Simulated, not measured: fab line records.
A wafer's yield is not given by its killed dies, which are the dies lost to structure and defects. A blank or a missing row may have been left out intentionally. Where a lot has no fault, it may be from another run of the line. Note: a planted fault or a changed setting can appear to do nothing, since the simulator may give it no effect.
What tool caused it? ; flow nand-harc ; 12 lots, 36 wafers sampled, at 1 step of a route of 1302

== WHAT EACH GAUGE READ, for each wafer ==
NHARC_A_CONTACT_OVL_MEAS_43.
lot;measured;on;overlay-x-nm (nm)
L074;day 21 22:19;overlay-01;-0.6 -1.1 -0.7
L078;day 22 13:04;overlay-02;-0.2 -0.1 0.1
L079;day 24 00:19;overlay-01;-1.9 -1.7 -2.1
L080;day 25 01:31;overlay-02;0.0 0.3 -0.2
L082;day 25 05:43;overlay-01;-0.4 -0.4 0.3
L085;day 26 05:12;overlay-02;1.0 0.5 0.9
L087;day 26 15:18;overlay-02;0.3 0.4 0.8
L091;day 27 14:13;overlay-01;-0.7 -0.5 -0.7
L088;day 27 19:35;overlay-02;0.8 0.9 0.7
L093;day 29 00:16;overlay-02;-0.3 -0.1 -0.1
L094;day 29 17:31;overlay-02;1.5 1.5 1.2
L097;day 30 22:26;overlay-01;-0.5 -0.1 -0.9

== WHAT TOOL EACH LOT RAN ON (gives the tool, then ch and the chambers of the sampled wafers, and finally the start) ==
The record holds no process step before these readings.

== THE ANSWER, worked out from the rows above alone ==
Rule: what is usual is taken from the lots themselves. Put in order of their means at a reading, lots are off if they are a third of the lots or fewer, leave a main group of 4 or more, and stand apart from it by a gap of 3 or more times the standard deviation of the main group's means; of several such gaps the widest counts. The tables above print the reading to a certain number of digits; a main group whose means all agree to those digits is not used. Also off: a lot with no number at a reading for which 4 or more lots have one. Where the step has rows for the other lots, those lots are counted as sound.
Across all readings shown, no lot is off: no conclusion can be drawn from this.

== WHAT THE SIMULATOR HAD INSERTED ==
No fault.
